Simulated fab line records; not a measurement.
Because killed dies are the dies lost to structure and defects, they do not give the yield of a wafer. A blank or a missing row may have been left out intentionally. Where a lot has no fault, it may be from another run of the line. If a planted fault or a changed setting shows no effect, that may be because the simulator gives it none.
What tool caused it?    flow nand harc    39 wafers from 13 lots sampled at 5 of the route's 1159 steps

== WHAT EACH GAUGE READ, for each wafer ==
NHARC_A_SLIT_INSPECT_11.
lot   measured      on                 raw defect count
L704  day 14 12:23  defect inspect-01  3 10 12
L703  day 14 15:40  defect inspect-02  9 6 5
L709  day 15 10:34  defect inspect-01  32 15 27
L708  day 15 10:49  defect inspect-01  8 9 11
L712  day 16 14:48  defect inspect-02  12 11 11
L717  day 17 10:10  defect inspect-01  53 40 40
L715  day 17 21:55  defect inspect-02  20 16 16
L716  day 18 09:17  defect inspect-02  33 36 32
L720  day 18 11:21  defect inspect-01  20 9 17
L722  day 19 00:58  defect inspect-02  39 35 39
L721  day 19 02:54  defect inspect-01  9 19 10
L725  day 19 21:21  defect inspect-01  26 18 20
L726  day 20 08:18  defect inspect-02  14 15 17

NHARC_END_SORT_01.
lot   measured      on         killed at array  killed at other  killed at periphery  killed dies  killed open  killed short
L717  day 22 11:19  prober-02  44 45 48         0 1 0            4 3 2                48 49 50     5 5 2        1 4 3

== EACH LOT AND THE TOOL THAT RAN IT (in order: tool; ch and the chambers of the sampled wafers; start) ==
lot   NHARC_A_SLIT_STRIP_18                          NHARC_A_WL_FILL_ALD_00            NHARC_A_WL_FILL_ALD_02
L704  rie diel-01 ch 2,3, day 14 22:46 or earlier    ald hk-01 ch 1,2,3, day 14 22:46  ald metal-02 ch 0,3, day 14 23:14
L703  rie diel-08 ch 0,2,3, day 15 02:59 or earlier  ald hk-03 ch 0,2,3, day 15 02:59  ald metal-01 ch 0,1,3, day 15 03:25
L709  rie diel-01 ch 0,2,3, day 15 19:51 or earlier  ald hk-03 ch 0,3, day 15 19:51    ald metal-01 ch 0,2,3, day 15 20:35
L708  rie diel-12 ch 0,2,3, day 15 19:54 or earlier  ald hk-02 ch 1,2,3, day 15 19:54  ald metal-04 ch 0,1,3, day 15 20:34
L712  rie diel-08 ch 0,1,3, day 17 02:28 or earlier  ald hk-03 ch 0,1,2, day 17 02:28  ald metal-01 ch 1,2,3, day 17 02:59
L717  rie diel-01 ch 1,2, day 17 20:28 or earlier    ald hk-01 ch 0,1, day 17 20:28    ald metal-04 ch 2,3, day 17 21:08
L715  rie diel-01 ch 1,2,3, day 18 10:38 or earlier  ald hk-02 ch 0,1,3, day 18 10:38  ald metal-01 ch 0,1, day 18 11:07
L716  rie diel-08 ch 0,2,3, day 18 19:21 or earlier  ald hk-02 ch 0,1,2, day 18 19:21  ald metal-01 ch 1,2,3, day 18 19:49
L720  rie diel-08 ch 0,2, day 18 22:42 or earlier    ald hk-03 ch 1,2, day 18 22:42    ald metal-04 ch 0,2, day 18 23:11
L722  rie diel-08 ch 1,2, day 19 15:28 or earlier    ald hk-01 ch 1,2,3, day 19 15:28  ald metal-04 ch 0,1, day 19 15:52
L721  rie diel-01 ch 1,2,3, day 19 18:46 or earlier  ald hk-01 ch 0,1,2, day 19 18:46  ald metal-04 ch 1,2,3, day 19 19:15
L725  rie diel-01 ch 0,1,3, day 20 08:29 or earlier  ald hk-03 ch 0,1,2, day 20 08:29  ald metal-04 ch 1,2,3, day 20 09:00
L726  rie diel-12 ch 0,1,2, day 20 23:31 or earlier  ald hk-03 ch 0,2,3, day 20 23:31  ald metal-02 ch 0,2,3, day 21 00:02
- NHARC_A_SLIT_STRIP_18: strips in O2.
- NHARC_A_WL_FILL_ALD_00: deposits Al2O3, target thk 3 nm, pulse time 3 s, ald cycles 30.
- NHARC_A_WL_FILL_ALD_02: deposits TiN, target thk 2 nm, pulse time 3 s, ald cycles 100.

== WHAT THE TOOLS THEMSELVES READ (means of the sampled wafers that have a number; where no wafer has one, the mark that the record gives instead) ==
NHARC_A_SLIT_STRIP_18.
lot   tool         drypump motor current A (A)  mfc ar sccm (sccm)  o2 flow sccm (sccm)  oes product au (a.u.)  rf vpp V (V)  showerhead plenum p Torr (Torr)  throttle valve pct (%)
L704  rie diel-01  6.0                          0.029               500.1                1.007                  57.3          3.40                             17.035
L703  rie diel-08  5.8                          0.000               498.9                0.993                  57.7          3.49                             17.039
L709  rie diel-01  6.0                          0.029               500.3                1.015                  56.2          3.38                             17.034
L708  rie diel-12  5.8                          0.007               500.0                0.994                  57.9          3.64                             17.043
L712  rie diel-08  6.0                          0.004               499.7                0.998                  57.1          3.44                             17.037
L717  rie diel-01  5.2                          0.018               499.5                1.001                  58.2          3.61                             17.041
L715  rie diel-01  5.5                          0.024               501.3                1.006                  58.1          3.52                             17.046
L716  rie diel-08  5.8                          0.000               501.1                0.997                  58.1          3.48                             17.031
L720  rie diel-08  6.0                          0.000               499.7                1.002                  57.7          3.46                             17.033
L722  rie diel-08  5.6                          0.004               500.6                0.991                  57.2          3.38                             17.044
L721  rie diel-01  5.5                          0.024               500.7                1.010                  57.5          3.51                             17.031
L725  rie diel-01  5.5                          0.024               499.3                1.017                  56.9          3.50                             17.033
L726  rie diel-12  6.2                          0.007               500.6                0.998                  58.7          3.77                             17.033

NHARC_A_WL_FILL_ALD_00.
lot   tool       heater power w (W)  precursor pulse height rel
L704  ald hk-01  501                 0.992
L703  ald hk-03  488                 0.984
L709  ald hk-03  445                 0.995
L708  ald hk-02  484                 1.023
L712  ald hk-03  501                 1.017
L717  ald hk-01  459                 1.003
L715  ald hk-02  516                 1.000
L716  ald hk-02  522                 1.022
L720  ald hk-03  530                 1.001
L722  ald hk-01  490                 0.999
L721  ald hk-01  495                 0.986
L725  ald hk-03  502                 0.995
L726  ald hk-03  497                 1.001

NHARC_A_WL_FILL_ALD_02.
lot   tool          heater power w (W)  precursor pulse height rel
L704  ald metal-02  1125                1.031
L703  ald metal-01  1081                0.993
L709  ald metal-01  1105                1.006
L708  ald metal-04  1101                0.998
L712  ald metal-01  1104                1.001
L717  ald metal-04  1067                0.998
L715  ald metal-01  1031                1.002
L716  ald metal-01  1116                1.003
L720  ald metal-04  1042                0.984
L722  ald metal-04  1068                1.009
L721  ald metal-04  1146                1.004
L725  ald metal-04  1139                0.983
L726  ald metal-02  1058                1.027

== THE ANSWER, worked out from the rows above alone ==
Rule: usual is defined by the lots themselves. The widest of any qualifying gaps counts: lots, ordered by their means at a reading, are off when they make up no more than a third of the lots, leave a main group of 4 or more, and stand apart from it by 3 or more times the standard deviation of that group's means. If all means in a main group match to the digits the tables above print for the reading, that group is not used. Also off: a lot with no number at a reading for which 4 or more lots have one. Any other lot the step has rows for is counted as sound. After the gauges, taken in route order, come the tools' own readings; for these a lot's mean is taken, as printed above. The first step at which some lot is off is used, and at that step the reading that is off furthest; a lot without a number counts as furthest.
Across all readings shown, no lot is off: no conclusion can be drawn from this.

== WHAT WAS PUT IN BY THE SIMULATOR ==
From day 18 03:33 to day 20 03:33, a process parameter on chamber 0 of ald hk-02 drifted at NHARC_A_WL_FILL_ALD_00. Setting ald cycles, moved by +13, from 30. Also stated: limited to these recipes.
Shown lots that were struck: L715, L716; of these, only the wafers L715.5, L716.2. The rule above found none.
